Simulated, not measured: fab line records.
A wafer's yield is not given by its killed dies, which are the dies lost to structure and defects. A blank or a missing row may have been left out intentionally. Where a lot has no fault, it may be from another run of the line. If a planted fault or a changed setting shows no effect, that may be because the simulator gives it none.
A lot that was struck, set against a sound lot ; flow n5 finfet ; 15 out of 1938 route steps
Sound: the wafers L794.1, L794.2, L794.5. Wafers struck: L796.1, L796.4, L796.5. The cause comes at the end.
For every step that has rows: the tool of each side, followed by ch and its chambers, followed by its first start. Under that, the readings that differ: sound wafers ; struck wafers ; difference of the means ; sigmas: that difference in standard deviations of wafers without a fault.
alike: readings with means less than 2 such deviations apart, plus words and numbers identical on both sides. not compared: withheld readings, readings lacking a value on some wafer, bounds such as >300 that could conceal the same value, and numbers that have no deviation in the record and whose values overlap.
The two part at a step that has a row with sigmas, a row that says differs or no value, or rows on one side only. When numbers do not overlap yet have no deviation, they are printed without sigmas and do not part them. Lack of a reading on every wafer of one side parts them only where that side has two or more wafers.

first, 12 steps without rows for these wafers: N5_MOL_CONTACT_COAG_DESCUM_88 (chemistry O2, time 7 s); N5_MOL_CONTACT_COAG_ETCH_89 (etches underlayer in N2/H2, target depth 13 nm, time 10.4 s); N5_MOL_CONTACT_COAG_ETCH_90 (etches SiARC in CF4, target depth 13 nm, time 21.7 s); N5_MOL_CONTACT_COAG_ALD_131 (deposits SiO2, target thk 5 nm, pulse time 1 s, co reactant pulse time 1 s); N5_MOL_CONTACT_COAG_ETCHBACK_132 (etches SiO2 in CHF3, target depth 10 nm, time 6.7 s); N5_MOL_CONTACT_COAG_ETCH_91 (etches SOC in N2/H2, target depth 60 nm, overetch 21 nm, time 101.2 s); N5_MOL_CONTACT_COAG_STRIP_92 (strips in N2/H2); N5_MOL_CONTACT_COAG_STRIP_93 (strips in N2/H2); N5_MOL_CONTACT_COAG_ETCHBACK_135 (etches SiO2 in CHF3, target depth 25 nm, time 16.7 s); N5_MOL_CONTACT_COAG_STRIP_118 (strips in CHF3); N5_MOL_CONTACT_COAG_VIA_ETCH_46 (etches SiO2 in C4F6/O2, target depth 46 nm, overetch 9.2 nm, time 40 s); N5_MOL_CONTACT_COAG_STRIP_96 (strips in N2/H2).
N5_MOL_CONTACT_COAG_ETCH_47: etches SiNx in CH3F/O2, stops on W, target depth 27 nm.
  sound on rie diel-01 ch 1,3, day 8 08:00; struck on rie diel-01 ch 1,2,3, day 8 18:11
reading;sound;struck;difference;sigmas
etch rf on time s (s);31.8 32.0 31.2;38.1 38.1 37.6;+6.3;+14
over etch frac;0.2 0.2 0.2;0.43936 0.43936 0.43936;+0.23936;
model.etch.over etch s (s);5.299 5.333 5.205;11.62 11.64 11.48;+6.30;
model.MOL_CONTACT_COAG.feature depth nm (nm);18.6 18.4 18.4;19 19.2 19;+1;
  alike: bias w, drypump motor current A, oes product au, rf vpp V, showerhead plenum p Torr, throttle valve pct
  not compared: rf hours counter h
then, 1 step without rows for these wafers: N5_MOL_CONTACT_COAG_STRIP_119 (strips in N2/H2, time 30 s).
-- a jump in the record: the struck wafers' starts before and after are 3 days apart (it breaks off in module MOL_CONTACT_COAG and resumes in module BEOL_M4, where the first step shown is number 1111 of the route) --
N5_BEOL_M4_RC_MEAS_101:
  sound on prober-01 ch 0, day 11 00:01; struck on prober-01 ch 0, day 11 07:37
reading;sound;struck;difference;sigmas
DIBL_P (mV/V);35.9 37.1 36.6;32.3 32.2 34.0;-3.7;-2
  alike: DIBL_N, IOFF_N, IOFF_P, ION_N, ION_P, SS_N, SS_P, VT_N, VT_P

== WHERE THEY PART ==
At N5_MOL_CONTACT_COAG_ETCH_47 first; at N5_BEOL_M4_RC_MEAS_101 last (within this record only).

WHY: whatever the simulator had introduced
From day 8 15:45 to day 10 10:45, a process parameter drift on rie diel-01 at N5_MOL_CONTACT_COAG_ETCH_47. From 0.2, the setting over etch frac moved by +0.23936. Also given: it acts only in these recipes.
